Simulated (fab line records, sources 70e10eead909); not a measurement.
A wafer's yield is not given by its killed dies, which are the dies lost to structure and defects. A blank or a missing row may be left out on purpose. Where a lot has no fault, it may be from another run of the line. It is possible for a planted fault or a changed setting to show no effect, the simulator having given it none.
Chamber matching | flow nand-harc | NHARC_A_SLIT_ETCH_29 on rie-diel-09: 4 sister chambers
The step etches the open film in CF4/O2, target depth 100 nm, overetch 10 nm, time 55 s. 14 wafers are shown with their chamber, then 7 later ones without.

EACH WAFER AND ITS CHAMBER
wafer  | chamber | drypump-motor-current-A (A) | rf-vpp-V (V) | throttle-valve-pct (%)
L075.1 | 3       | 6.0                         | 196.7        | 13.410
L075.2 | 0       | 5.3                         | 200.0        | 13.399
L075.3 | 2       | 5.1                         | 198.0        | 13.392
L078.3 | 0       | 5.2                         | 200.2        | 13.387
L078.4 | 2       | 5.1                         | 198.5        | 13.400
L078.6 | 0       | 5.3                         | 199.0        | 13.394
L086.1 | 3       | 6.0                         | 197.0        | 13.411
L086.3 | 2       | 5.1                         | 198.7        | 13.395
L086.5 | 1       | 6.3                         | 198.1        | 13.391
L085.2 | 0       | 5.3                         | 200.1        | 13.402
L085.5 | 0       | 5.2                         | 200.0        | 13.402
L085.6 | 1       | 6.3                         | 196.2        | 13.400
L090.1 | 1       | 6.4                         | 197.7        | 13.381
L090.3 | 2       | 5.1                         | 198.6        | 13.399

SIGNATURES (averages over the wafers above)
reading                 | chamber 0 | chamber 1 | chamber 2 | chamber 3 | scatter within a chamber
drypump-motor-current-A | 5.260     | 6.333     | 5.100     | 6.000     | 0.0432
rf-vpp-V                | 199.860   | 197.333   | 198.450   | 196.850   | 0.574
throttle-valve-pct      | 13.39680  | 13.39067  | 13.39650  | 13.41050  | 0.0062
Rule: distance of a wafer from a chamber = root of the sum over the readings of ((wafer's reading minus chamber's mean) / reading's scatter) squared. If the next closest chamber is less than 2 further off than the closest, the wafer can't be placed; otherwise it belongs to the closest. The scatter: the root of (the sum of the squares of (reading less its chamber's mean) over the shown wafers, divided by (wafers less chambers)).

WAFERS MISSING THEIR CHAMBER
wafer  | drypump-motor-current-A (A) | rf-vpp-V (V) | throttle-valve-pct (%)
L090.5 | 5.3                         | 199.6        | 13.388
L091.4 | 6.0                         | 198.7        | 13.407
L091.5 | 6.3                         | 197.9        | 13.403
L091.6 | 5.3                         | 198.6        | 13.402
L095.3 | 5.1                         | 197.9        | 13.386
L095.5 | 5.3                         | 198.1        | 13.409
L095.6 | 6.0                         | 199.6        | 13.404

THE CHAMBER EACH PASSED THROUGH
wafer  | from the rows above     | in truth
L090.5 | 0                       | 0
L091.4 | 3                       | 3
L091.5 | 1                       | 1
L091.6 | 0                       | 0
L095.3 | 2                       | 2
L095.5 | can't be placed: 0 or 2 | 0
L095.6 | 3                       | 3
Placed correctly: 6 of 7. From these rows, 1 cannot be placed; in 1 the true chamber is one of the candidates. 0 placed wrongly.
